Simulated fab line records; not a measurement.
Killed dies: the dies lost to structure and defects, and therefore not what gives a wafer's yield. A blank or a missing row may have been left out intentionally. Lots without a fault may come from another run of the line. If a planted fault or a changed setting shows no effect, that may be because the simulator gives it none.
Code-filled problem report in 8D (eight disciplines) form :: flow nand-harc :: the parts of the form that need people (team, actions taken, sign-off) are left out

## 1. WHAT WENT WRONG
At NHARC_P_GATE_ETCH_32, oes-product-au averages 1.247 a.u. over 3 wafers from 3 lots, while fault-free wafers read 0.998 a.u., standard deviation 0.012. That is +21 standard deviations from the usual mean.
The step: etches the open film in HBr/Cl2, target depth 150 nm, time 100.1 s.
Earliest sighting: wafer L385.2 on rie-si-06 at day 13 16:01. The record has a number at this step for 41 wafers belonging to 14 lots. The rule behind "out" and "out of limits": a value lying over 4 standard deviations away from the usual mean. The other wafers with a number count as sound.

## 2. WHAT IT IS AND WHAT IT IS NOT
question: which readings at this step
is: oes-product-au
is not: drypump-motor-current-A, rf-fwd-power-W, throttle-valve-pct

question: which lots
is: L385, L386, L387
is not: L365, L366, L367, L368, L370, L371, L372, L373, L375, L376, L378

question: which wafers of those lots
is: L385.2, L386.2, L387.6
is not: L385.1, L386.1, L386.3, L387.3, L387.5

question: read on which tools
is: rie-si-06
is not: rie-si-01, rie-si-02

question: when
is: from day 13 16:01
is not: up to then (34 sound wafers); but 4 sound wafers of L386, L387 came after

## 3. SUSPECTS, AND WHAT RULES EACH OUT
Counting: a tool at a process step up to the reading stays a suspect if it ran every lot that is out. Sound lots after the first of them don't rule it out here, since some wafers of a struck lot are sound.
- rie-si-06 at NHARC_P_GATE_ETCH_32 (etches the open film in HBr/Cl2, target depth 150 nm, time 100.1 s): kept. It processed each lot that is out (first: L385, day 13 16:01); up to then, its last sound lot is L375 (day 9 15:55). Its own oes-product-au readings are out on those wafers.
Left after counting: rie-si-06 at NHARC_P_GATE_ETCH_32.

## 4. THE CAUSE (what the simulator had put in)
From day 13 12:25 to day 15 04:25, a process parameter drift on rie-si-06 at NHARC_P_GATE_ETCH_32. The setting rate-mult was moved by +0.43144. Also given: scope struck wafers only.
This tool alone remained once counting was done.

## 5. THE EFFECT CHAIN, in route order
Rows list readings where the struck wafers' mean (over those with a number) sits beyond 3 standard deviations from the usual. Readings are gone through only where the record gives a usual standard deviation; hours: the median, over the lots, of the time from a lot's start at the first step in this table giving one to that lot's start at this step; sigmas: the change measured in usual standard deviations.
hours: 0
step: NHARC_P_GATE_ETCH_32
reading: oes-product-au
usual: 0.998 a.u.
on struck wafers: 1.247
change: +0.249
sigmas: +21
Its process steps:
- NHARC_P_GATE_ETCH_32: etches the open film in HBr/Cl2, target depth 150 nm, time 100.1 s.

## 6. HOW IT WOULD HAVE BEEN CAUGHT EARLIER
First out-of-limits reading in this record: day 13 16:01, which is 4 hours after fault onset at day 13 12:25.
